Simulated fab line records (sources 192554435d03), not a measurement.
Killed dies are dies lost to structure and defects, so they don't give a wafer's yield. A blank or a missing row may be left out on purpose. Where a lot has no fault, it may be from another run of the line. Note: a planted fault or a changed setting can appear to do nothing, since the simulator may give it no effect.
A lot that was struck, set against a sound lot -- flow n5_finfet -- 27 out of 1938 route steps
Sound: wafers L321.2, L321.4, L321.6. The struck wafers were L328.2, L328.4, L328.5. The cause is named last.
Each step with rows lists, per side, the tool, then ch with its chambers, then its first start. Under that, the readings that differ: sound wafers -- struck wafers -- difference of the means -- sigmas: that difference in standard deviations of wafers without a fault.
alike: readings with means less than 2 such deviations apart, plus words and numbers identical on both sides. not compared: withheld readings, readings lacking a value on some wafer, bounds such as >300 that could conceal the same value, and numbers that have no deviation in the record and whose values overlap.
Wherever a step has rows on one side only, a row that says differs or no value, or a row with sigmas, the two part there. When numbers do not overlap yet have no deviation, they are printed without sigmas and do not part them. A reading missing from all wafers of one side parts the sides only when that side holds two or more wafers.

first, 1 step without rows for these wafers: N5_BEOL_M15_STRIP_63 (strips in O2).
N5_BEOL_M15_STRIP_64: strips in O2.
  sound on rie_diel-05 ch 0,2,3; struck on rie_diel-05 ch 0,1
  alike: drypump_motor_current_A, oes_product_au, rf_vpp_V, showerhead_plenum_p_Torr, throttle_valve_pct
  not compared: rf_hours_counter_h
then, 2 steps without rows for these wafers: N5_BEOL_M15_STRIP_65 (strips in post etch residue remover, time 60 s); N5_BEOL_M15_SRD_66 (time 30 s, dry time 30 s).
N5_BEOL_M15_CD_MEAS_17: target cd 360 nm.
  sound: cd_sem-03 at day 13 07:50; struck: cd_sem-02 at day 14 16:34
  alike: cd_nm
then, 1 step without rows for these wafers: N5_BEOL_M15_COAT_56 (time 60 s, resist thk 550 nm).
N5_BEOL_M15_ETCH_57: etches SOC in N2/H2, time 750 s.
  sound on rie_diel-05 ch 0,1, day 13 07:56; struck on rie_diel-03 ch 0,1,2, day 14 16:40
  alike: drypump_motor_current_A, oes_product_au, rf_vpp_V, showerhead_plenum_p_Torr, throttle_valve_pct
  not compared: rf_hours_counter_h
then, 5 steps without rows for these wafers: N5_BEOL_M15_COAT_60 (time 60 s, resist thk 89 nm); N5_BEOL_M15_COAT_22 (resist thk 800 nm); N5_BEOL_M15_EBR_24; N5_BEOL_M15_SOFTBAKE_23 (time 60 s); N5_BEOL_M15_EXPOSE_25 (exposes mask M15, target cd 400 nm).
N5_BEOL_M15_PEB_26: peb time 90 s.
  sound on litho_track-03 ch 0, day 13 08:44; struck on litho_track-03 ch 0, day 14 17:27
reading,sound,struck,difference,sigmas
heater_power_total_W (W),172.5 172.0 172.2,166.3 166.3 166.1,-6.0,-8
plate_temp_C (C),130.14 130.08 129.96,126.22 126.74 126.49,-3.58,-30
then, 2 steps without rows for these wafers: N5_BEOL_M15_DEVELOP_27 (develop time 45 s); N5_BEOL_M15_HARDBAKE_32 (time 120 s).
N5_BEOL_M15_CD_MEAS_28: target cd 407.6 nm.
  sound on cd_sem-03 ch 0, day 13 08:50; struck on cd_sem-02 ch 0, day 14 17:34
reading,sound,struck,difference,sigmas
cd_nm (nm),408.8 409.9 409.5,391.7 391.5 392.6,-17.5,-8
N5_BEOL_M15_OVL_MEAS_29:
  sound on overlay-01 ch 0, day 13 08:52; struck on overlay-02 ch 0, day 14 17:36
  alike: M15_OVL
N5_BEOL_M15_INSPECT_30: inspects for defects (macro).
  sound: defect_inspect-02 at day 13 08:54; struck: defect_inspect-02 at day 14 17:37
  alike: raw_defect_count
N5_BEOL_M15_DESCUM_33: chemistry O2, time 7.9 s.
  sound on rie_diel-05 ch 0,2, day 13 08:56; struck on rie_diel-06 ch 0,1,3, day 14 17:40
reading,sound,struck,difference,sigmas
model.BEOL_M15.cd_nm (nm),408.6 409.2 409.2,391.6 391.8 392.4,-17.1,
  alike: drypump_motor_current_A, oes_product_au, rf_vpp_V, showerhead_plenum_p_Torr, throttle_valve_pct
  not compared: rf_hours_counter_h
N5_BEOL_M15_ETCH_61: etches BARC in N2/H2, target depth 89 nm, overetch 26.7 nm, time 67.9 s.
  sound on rie_diel-05 ch 0,2, day 13 08:58; struck on rie_diel-06 ch 0,1,3, day 14 17:41
  alike: drypump_motor_current_A, oes_product_au, rf_vpp_V, showerhead_plenum_p_Torr, throttle_valve_pct
  not compared: rf_hours_counter_h
N5_BEOL_M15_TRENCH_ETCH_34: etches SiO2 in C4F8/O2/Ar, target depth 872.93 nm, time 199 s.
  sound on rie_diel-05 ch 0,2, day 13 09:01; struck on rie_diel-06 ch 0,1,3, day 14 17:44
  alike: C4F8_flow_sccm, drypump_motor_current_A, oes_f_703_au, oes_product_au, rf_vpp_V, showerhead_plenum_p_Torr, throttle_valve_pct
  not compared: rf_hours_counter_h
then, 1 step without rows for these wafers: N5_BEOL_M15_STRIP_36 (strips in O2).
N5_BEOL_M15_STRIP_62: strips in O2.
  sound on rie_diel-05 ch 2,3; struck on rie_diel-06 ch 0,1,3
  alike: drypump_motor_current_A, oes_product_au, rf_vpp_V, showerhead_plenum_p_Torr, throttle_valve_pct
  not compared: rf_hours_counter_h
then, 1 step without rows for these wafers: N5_BEOL_M15_STRIP_37 (strips in O2).
N5_BEOL_M15_ETCH_38: etches SiCN in CF4/N2, target depth 106.4 nm, time 120.5 s.
  sound on rie_diel-05 ch 2,3; struck on rie_diel-06 ch 0,1,3
reading,sound,struck,difference,sigmas
model.BEOL_M15.cd_nm (nm),400.2 402.2 401.4,383.4 383.4 383.8,-17.7,
  alike: drypump_motor_current_A, oes_product_au, rf_vpp_V, showerhead_plenum_p_Torr, throttle_valve_pct
  not compared: rf_hours_counter_h
then, 1 step without rows for these wafers: N5_BEOL_M15_PRECLEAN_39 (cleans in residue remover, time 60 s).
N5_PASSIVATION_PROBE_49:
  the record holds rows for the sound wafers here (prober-02, day 14 06:58) but none for the struck ones

WHERE THEY PART
Earliest at N5_BEOL_M15_PEB_26; latest, in this record, at N5_PASSIVATION_PROBE_49.

WHY: the cause the simulator had injected
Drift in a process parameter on litho_track-03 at N5_BEOL_M15_PEB_26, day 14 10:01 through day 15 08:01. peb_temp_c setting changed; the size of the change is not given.
